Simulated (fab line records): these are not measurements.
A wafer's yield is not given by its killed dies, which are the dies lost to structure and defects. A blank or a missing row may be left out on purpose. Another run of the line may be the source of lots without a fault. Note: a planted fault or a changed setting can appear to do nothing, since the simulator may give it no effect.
fab line records	flow nandHarc
record lots=14	wafers=42	lastDay=32
route steps=1302 shown A_CHANNEL_FILL_D2@613 THIN_TSV@1271 END@1302
lots with no fault: from the same line, run without faults
startH: the number of hours between the record's first day and the start of the first shown wafer of the lot	waitH: how many hours have passed since the lot's step before this one	" unchanged from the row above	L1.1+2: a single row standing in for several wafers	- either no value or no given start	* or withheld: withheld	< > ~ a bound
route shown NAME@n: names a module that has steps shown in the file, with the first one's number in the route	usual: the fault-free wafers' mean and standard deviation	same: alike in all rows	chamber/n: place in a boat	sites: per-site readings	_std_site: standard deviation of those values	_edge_site: outer sites' mean less inner sites'	radiusMm: how far each site lies from the wafer's centre	mask NAME#n: copy n	behind: the most recent tool/chamber to have shaped the wafer	hold: why the lot was held/for how many hours/how that ended	device: the transistor (n, p or np) that didn't switch	end of line: tests of these same wafers at the route's end	a step without rows: its recipe alone	killed: at the first sort, the dies lost to defects and structure; wafer yield is something else	map: the dies of a wafer, with x for killed, . for not killed, _ for no die there
set.NAME: the run value of the setting; set.NAME@STEP: its run value at that earlier step	model.NAME: the simulator's own value behind a step, which no gauge read
steps of the route over a sample of lots; a table a step, a row a wafer
services: when a tool's chamber went out of use (startH, in hours from the record's first day, below 0 if earlier), for how many hours, and the reason
## steps
# step NHARC_A_CHANNEL_FILL_D2_ALD_03
# recipe targetThkA=60	pulseTimeS=60	aldCycles=58	tempC=630	pressureTorr=2	material=SiNx
# usual precursorPulseHeightRel=1.000/0.019
lot.wafer	tool	chamber	startH	waitH	precursorPulseHeightRel
L546.1	aldSinBatch-03	0	315.45	-	1.010
L546.2	"	0	"	"	0.980
L546.3	"	0	"	"	0.993
L548.1	aldSinBatch-01	0	332.36	-	1.001
L548.4	"	0	"	"	1.009
L548.5	"	0	"	"	1.023
L549.2	aldSinBatch-01	0	343.85	-	0.973
L549.4	"	0	"	"	0.991
L549.6	"	0	"	"	0.973
L550.1	aldSinBatch-01	0	349.88	-	1.030
L550.2	"	0	"	"	0.996
L550.3	"	0	"	"	1.018
L551.1	aldSinBatch-02	0	355.04	-	1.000
L551.2	"	0	"	"	1.019
L551.3	"	0	"	"	0.990
L552.1	aldSinBatch-01	0	365.38	-	1.040
L552.2	"	0	"	"	1.007
L552.6	"	0	"	"	0.970
L554.1	aldSinBatch-01	0	384.67	-	0.998
L554.2	"	0	"	"	1.002
L554.3	"	0	"	"	1.009
L555.1	aldSinBatch-01	0	384.67	-	1.031
L555.2	"	0	"	"	0.966
L555.6	"	0	"	"	1.001
L557.1	aldSinBatch-02	0	409.77	-	0.965
L557.4	"	0	"	"	0.996
L557.5	"	0	"	"	0.993
L560.2	aldSinBatch-02	0	456.91	-	0.993
L560.4	"	0	"	"	1.000
L560.5	"	0	"	"	1.004
L562.1	aldSinBatch-02	0	476.93	-	1.029
L562.3	"	0	"	"	1.001
L562.6	"	0	"	"	0.971
L563.2	aldSinBatch-02	0	476.93	-	0.988
L563.3	"	0	"	"	0.984
L563.4	"	0	"	"	1.001
L564.2	aldSinBatch-01	0	505.38	-	0.991
L564.3	"	0	"	"	0.969
L564.4	"	0	"	"	0.969
L565.1	aldSinBatch-01	0	505.38	-	1.006
L565.3	"	0	"	"	1.002
L565.4	"	0	"	"	0.990
# step NHARC_THIN_TSV_PRE_CLEAN_50
# recipe timeS=30	tempC=280	gas=H2/He
# usual heaterPowerW=413/45
lot.wafer	tool	chamber	startH	waitH	heaterPowerW
L546.3	pvdSputter-03	-	-	-	419
L546.1	"	-	"	"	335
L546.2	"	-	"	"	458
L548.4	pvdSputter-02	-	-	-	357
L548.1	"	-	"	"	419
L548.5	"	-	"	"	375
L550.2	pvdSputter-02	-	-	-	358
L550.3	"	-	"	"	414
L550.1	"	-	"	"	483
L549.2	pvdSputter-02	-	-	-	487
L549.4	"	-	"	"	364
L549.6	"	-	"	"	376
L551.2	pvdSputter-03	-	-	-	349
L551.1	"	-	"	"	442
L551.3	"	-	"	"	408
L552.1	pvdSputter-01	-	-	-	388
L552.2	"	-	"	"	485
L552.6	"	-	"	"	387
L555.2	pvdSputter-03	-	-	-	449
L555.1	"	-	"	"	425
L555.6	"	-	"	"	451
L554.3	pvdSputter-01	-	-	-	477
L554.1	"	-	"	"	418
L554.2	"	-	"	"	379
L557.4	pvdSputter-02	-	-	-	489
L557.1	"	-	"	"	382
L557.5	"	-	"	"	487
L560.4	pvdSputter-01	-	-	-	383
L560.2	"	-	"	"	486
L560.5	"	-	"	"	375
L562.1	pvdSputter-01	-	-	-	421
L562.3	"	-	"	"	373
L562.6	"	-	"	"	391
L563.4	pvdSputter-03	-	-	-	407
L563.3	"	-	"	"	342
L563.2	"	-	"	"	441
L565.3	pvdSputter-01	-	-	-	372
L565.4	"	-	"	"	489
L565.1	"	-	"	"	413
L564.3	pvdSputter-02	-	-	-	472
L564.2	"	-	"	"	379
L564.4	"	-	"	"	373
# step NHARC_THIN_TSV_PVD_19
# recipe targetThkA=200	chamberPressurePa=5	material=TaN
# usual chamberPressurePa=5.000/0.009	throttleValvePct=30.3/1.1
lot.wafer	tool	chamber	startH	waitH	chamberPressurePa	throttleValvePct
L546.1	pvdSputter-03	-	-	-	5.002	29.4
L546.3	"	-	"	"	4.999	30.9
L546.2	"	-	"	"	4.993	29.9
L548.4	pvdSputter-02	-	-	-	5.009	32.0
L548.1	"	-	"	"	4.998	30.0
L548.5	"	-	"	"	5.005	31.7
L550.2	pvdSputter-02	-	-	-	5.003	30.4
L550.3	"	-	"	"	5.000	32.1
L550.1	"	-	"	"	5.010	29.9
L549.2	pvdSputter-02	-	-	-	5.007	30.4
L549.4	"	-	"	"	4.996	31.8
L549.6	"	-	"	"	4.999	29.8
L551.2	pvdSputter-03	-	-	-	5.002	30.0
L551.3	"	-	"	"	4.994	29.7
L551.1	"	-	"	"	5.013	30.6
L552.2	pvdSputter-01	-	-	-	4.998	28.7
L552.1	"	-	"	"	5.000	30.1
L552.6	"	-	"	"	5.007	29.0
L555.2	pvdSputter-03	-	-	-	4.999	30.0
L555.1	"	-	"	"	5.008	29.8
L555.6	"	-	"	"	5.004	30.2
L554.2	pvdSputter-01	-	-	-	5.004	30.2
L554.3	"	-	"	"	4.992	28.8
L554.1	"	-	"	"	5.017	29.3
L557.4	pvdSputter-02	-	-	-	4.988	32.3
L557.1	"	-	"	"	5.008	32.0
L557.5	"	-	"	"	5.002	29.9
L560.2	pvdSputter-01	-	-	-	5.003	30.7
L560.4	"	-	"	"	4.996	28.4
L560.5	"	-	"	"	4.988	29.3
L562.3	pvdSputter-01	-	-	-	5.004	30.2
L562.1	"	-	"	"	5.015	28.6
L562.6	"	-	"	"	4.992	28.8
L563.3	pvdSputter-03	-	-	-	5.002	30.7
L563.2	"	-	"	"	5.009	29.6
L563.4	"	-	"	"	4.995	30.7
L565.4	pvdSputter-01	-	-	-	5.012	29.9
L565.1	"	-	"	"	4.997	28.7
L565.3	"	-	"	"	4.999	29.2
L564.3	pvdSputter-02	-	-	-	4.993	29.9
L564.4	"	-	"	"	5.002	32.1
L564.2	"	-	"	"	4.997	29.7
# step NHARC_THIN_TSV_DEGAS_53
# recipe tempC=300	timeS=60
# usual heaterPowerW=463/48
lot.wafer	tool	chamber	startH	waitH	heaterPowerW
L546.1	pvdSputter-03	-	561.72	0.1	460
L546.2	"	-	"	"	381
L546.3	"	-	"	"	491
L548.1	pvdSputter-03	-	569.02	0.1	488
L548.4	"	-	"	"	504
L548.5	"	-	"	"	457
L550.1	pvdSputter-03	-	586.77	0.1	508
L550.2	"	-	"	"	502
L550.3	"	-	"	"	379
L549.4	pvdSputter-03	-	587.82	0.1	464
L549.2	"	-	"	"	510
L549.6	"	-	"	"	396
L551.3	pvdSputter-01	-	605.98	0.1	491
L551.1	"	-	"	"	434
L551.2	"	-	"	"	420
L552.1	pvdSputter-03	-	610.22	0.1	505
L552.2	"	-	"	"	466
L552.6	"	-	"	"	502
L555.1	pvdSputter-02	-	630.45	0.1	479
L555.2	"	-	"	"	428
L555.6	"	-	"	"	411
L554.2	pvdSputter-01	-	631.82	0.1	429
L554.1	"	-	"	"	480
L554.3	"	-	"	"	442
L557.1	pvdSputter-01	-	652.29	0.1	544
L557.4	"	-	"	"	485
L557.5	"	-	"	"	481
L560.4	pvdSputter-02	-	713.78	0.1	415
L560.2	"	-	"	"	485
L560.5	"	-	"	"	425
L562.3	pvdSputter-01	-	722.51	0.1	440
L562.1	"	-	"	"	469
L562.6	"	-	"	"	448
L563.3	pvdSputter-03	-	723.43	0.1	452
L563.2	"	-	"	"	388
L563.4	"	-	"	"	500
L565.3	pvdSputter-02	-	751.66	0.1	434
L565.1	"	-	"	"	418
L565.4	"	-	"	"	551
L564.4	pvdSputter-01	-	752.87	0.1	443
L564.2	"	-	"	"	420
L564.3	"	-	"	"	541
# step NHARC_END_SORT_01
# recipe tempC=25
# usual killedAtArray=61/23	killedAtOther=1.3/1.4	killedAtPeriphery=4.0/2.6	killedDies=66/22	killedOpen=3.4/1.8	killedShort=2.3/1.4
# same grossDies=677
lot.wafer	tool	chamber	startH	waitH	killedAtArray	killedAtOther	killedAtPeriphery	killedDies	killedOpen	killedShort
L562.1	prober-01	0	732.72	2.5	175	1	8	184	7	4
L562.3	prober-01	0	734.31	3.1	125	2	5	132	4	1
L562.6	prober-01	0	736.69	4.0	123	1	3	127	2	2
L563.2	prober-02	0	733.57	2.8	133	0	5	138	4	2
L563.3	prober-02	0	734.37	3.1	139	0	2	141	3	3
L563.4	prober-02	0	735.17	3.4	142	1	6	149	4	2
L564.2	prober-02	0	765.81	2.8	68	1	5	74	4	4
L564.3	prober-02	0	766.61	3.1	66	2	12	80	3	0
L564.4	prober-02	0	767.41	3.4	74	1	7	82	1	1
# killed by level:class
L562.1 A_CHANNEL_FILL_D2:unspecified=85 A_SLIT:chamberFilmFlake=36 A_CHANNEL_HOLE_D1:chamberFilmFlake=35 A_DECK1_JOINT:chamberFilmFlake=6 A_CONTACT:chamberFilmFlake=4 P_STI:chamberFilmFlake=3 A_CHANNEL_FILL_D1:geometricParticle:open=2 A_WL_FILL:geometricParticle:short=2
L563.2 A_CHANNEL_FILL_D2:unspecified=89 A_CHANNEL_HOLE_D2:chamberFilmFlake=21 A_STAIRCASE:chamberFilmFlake=8 A_CHANNEL_HOLE_D1:chamberFilmFlake=7 A_M0:geometricParticle:open=2 P_GATE:chamberFilmFlake=2 P_STI:geometricParticle:open=1 P_GATE:geometricParticle:short=1
L562.3 A_CHANNEL_FILL_D2:unspecified=77 A_SLIT:chamberFilmFlake=29 A_CONTACT:chamberFilmFlake=5 A_CHANNEL_HOLE_D1:chamberFilmFlake=4 A_STAIRCASE:chamberFilmFlake=3 P_STI:chamberFilmFlake=2 A_DECK1_JOINT:chamberFilmFlake=2 THIN_TSV:chamberFilmFlake=2
L563.3 A_CHANNEL_FILL_D2:unspecified=86 A_CHANNEL_HOLE_D2:chamberFilmFlake=24 A_STAIRCASE:chamberFilmFlake=7 A_CONTACT:chamberFilmFlake=7 A_CHANNEL_HOLE_D1:chamberFilmFlake=6 A_SLIT:chamberFilmFlake=3 P_CONTACT:geometricParticle:short=2 A_SGD_CUT:geometricParticle:open=1
L563.4 A_CHANNEL_FILL_D2:unspecified=84 A_CHANNEL_HOLE_D2:chamberFilmFlake=29 A_STAIRCASE:chamberFilmFlake=10 A_CHANNEL_HOLE_D1:chamberFilmFlake=7 A_CONTACT:chamberFilmFlake=5 A_M0:geometricParticle:short=2 P_GATE:chamberFilmFlake=2 A_WL_FILL:chamberFilmFlake=2
L562.6 A_CHANNEL_FILL_D2:unspecified=77 A_SLIT:chamberFilmFlake=30 A_CONTACT:chamberFilmFlake=4 A_CHANNEL_HOLE_D1:chamberFilmFlake=3 A_STAIRCASE:chamberFilmFlake=2 A_ONON_D1:geometricParticle:short=1 A_CHANNEL_HOLE_D2:geometricParticle:short=1 A_CHANNEL_FILL_D2:geometricParticle:open=1
L564.2 A_SLIT:chamberFilmFlake=27 A_CHANNEL_HOLE_D2:chamberFilmFlake=15 A_CHANNEL_HOLE_D1:chamberFilmFlake=11 P_CONTACT:chamberFilmFlake=4 A_ONON_D1:geometricParticle:short=3 A_ONON_D1:geometricParticle:open=3 A_CONTACT:chamberFilmFlake=3 A_STAIRCASE:chamberFilmFlake=2
L564.3 A_CHANNEL_HOLE_D2:chamberFilmFlake=27 A_SLIT:chamberFilmFlake=19 P_CONTACT:chamberFilmFlake=10 A_CHANNEL_HOLE_D1:chamberFilmFlake=10 A_CONTACT:chamberFilmFlake=3 A_M1:geometricParticle:open=2 A_CHANNEL_FILL_D1:chamberFilmFlake=2 THIN_TSV:chamberFilmFlake=2
L564.4 A_CHANNEL_HOLE_D2:chamberFilmFlake=33 A_SLIT:chamberFilmFlake=22 A_CHANNEL_HOLE_D1:chamberFilmFlake=9 P_CONTACT:chamberFilmFlake=6 A_CONTACT:chamberFilmFlake=6 A_DECK1_JOINT:geometricParticle:open=1 A_SGD_CUT:geometricParticle:short=1 P_ZERO_WELL:chamberFilmFlake=1
## services
tool	chamber	startH	hours	kind
pvdSputter-03	-	348.10	10.0	pm
pvdSputter-02	-	373.62	7.0	repair
pvdSputter-03	-	389.44	2.0	repair
pvdSputter-01	-	404.00	10.0	pm
pvdSputter-02	-	460.02	10.0	pm
pvdSputter-01	-	491.36	2.0	repair
pvdSputter-03	-	494.52	9.9	repair
aldSinBatch-01	-	508.89	26.0	pm
pvdSputter-03	-	526.10	10.0	pm
pvdSputter-01	-	598.10	3.7	repair
pvdSputter-02	-	638.02	10.0	pm
pvdSputter-02	-	695.63	11.6	repair
pvdSputter-03	-	704.10	10.0	pm
pvdSputter-02	-	746.46	4.0	repair
## key
firstSign step=NHARC_END_SORT_01	reading=killedDies	direction=up	sigmas=3.5	usual=66	struck=145
effect step=NHARC_END_SORT_01	reading=killedAtArray	direction=up	sigmas=3.5	usual=61	struck=140
moreKillsBornAt NHARC_A_CHANNEL_FILL_D2_ALD_03@aldSinBatch-02=498
metAt NHARC_A_CHANNEL_FILL_D2_ALD_03
struckLots L562,L563
testerLeftOut L562,L563
notActingAt NHARC_THIN_TSV_PRE_CLEAN_50,NHARC_THIN_TSV_PVD_19,NHARC_THIN_TSV_DEGAS_53
onsetBetween 456.91 476.93
fault kind=chamberParticleSource	tool=aldSinBatch-02	chamber=-	onsetH=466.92	steps=NHARC_A_CHANNEL_FILL_D2_ALD_03	ratePerVisitCm2=1.6428	endH=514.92
# testerLeftOut: of these lots the tester's yield and bins aren't shown, on N5 and GAA mostly nor the transistor test; their killed dies are dies lost to structure and defects alone, not to doping, threshold or leakage, so they don't give the yield
